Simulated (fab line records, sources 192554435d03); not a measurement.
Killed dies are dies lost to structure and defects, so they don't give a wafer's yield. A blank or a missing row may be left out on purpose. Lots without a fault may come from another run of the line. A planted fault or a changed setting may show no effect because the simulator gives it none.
Chamber matching | flow n5_finfet | N5_FIN_SAQP_PECVD_48 on pecvd-03: 3 sister chambers
The step deposits SiNx from SiH4/NH3/N2, target thk 25 nm, time 22.1 s. 14 wafers are shown with their chamber, then 7 later ones without.

WAFERS WITH THEIR CHAMBER
wafer  | chamber | throttle_valve_pct (%) | showerhead_plenum_p_Torr (Torr) | heater_power_w (W)
L076.3 | 0       | 41.6                   | 5.059                           | 763
L076.4 | 2       | 36.6                   | 5.130                           | 798
L076.6 | 1       | 39.2                   | 5.151                           | 1021
L083.1 | 2       | 36.7                   | 5.137                           | 813
L083.4 | 2       | 36.6                   | 5.131                           | 795
L083.5 | 1       | 39.1                   | 5.126                           | 1051
L085.3 | 2       | 36.5                   | 5.135                           | 872
L085.5 | 0       | 41.8                   | 5.048                           | 818
L085.6 | 2       | 36.7                   | 5.133                           | 880
L086.2 | 2       | 36.7                   | 5.127                           | 890
L086.3 | 1       | 39.0                   | 5.146                           | 1025
L086.6 | 2       | 36.5                   | 5.130                           | 910
L090.1 | 0       | 41.5                   | 5.067                           | 730
L090.4 | 2       | 36.7                   | 5.145                           | 810

SIGNATURES (means of the wafers above)
reading                  | chamber 0 | chamber 1 | chamber 2 | scatter within a chamber
throttle_valve_pct       | 41.633    | 39.100    | 36.625    | 0.105
showerhead_plenum_p_Torr | 5.05800   | 5.14100   | 5.13350   | 0.00827
heater_power_w           | 770.33    | 1032.33   | 846.00    | 42.3
Rule: a wafer's distance from a chamber is the root of the sum, over the readings, of the square of ((its reading less the chamber's mean) divided by the reading's scatter). The wafer belongs to the nearest chamber; if the next one is less than 2 further off, it can't be placed. The scatter: the root of (the sum of the squares of (reading less its chamber's mean) over the shown wafers, divided by (wafers less chambers)).

WAFERS WITHOUT THEIR CHAMBER
wafer  | throttle_valve_pct (%) | showerhead_plenum_p_Torr (Torr) | heater_power_w (W)
L090.5 | 39.2                   | 5.138                           | 960
L094.2 | 41.7                   | 5.068                           | 740
L094.3 | 36.9                   | 5.135                           | 910
L094.4 | 37.0                   | 5.136                           | 887
L097.2 | 41.9                   | 5.064                           | 769
L097.4 | 36.8                   | 5.134                           | 870
L097.5 | 41.7                   | 5.071                           | 804

WHICH CHAMBER EACH WENT THROUGH
wafer  | from the rows above | in truth
L090.5 | 1                   | 1
L094.2 | 0                   | 0
L094.3 | 2                   | 2
L094.4 | 2                   | 2
L097.2 | 0                   | 0
L097.4 | 2                   | 2
L097.5 | 0                   | 0
Placed correctly: 7 of 7. Can't be placed from these rows: 0. Placed wrongly: 0.
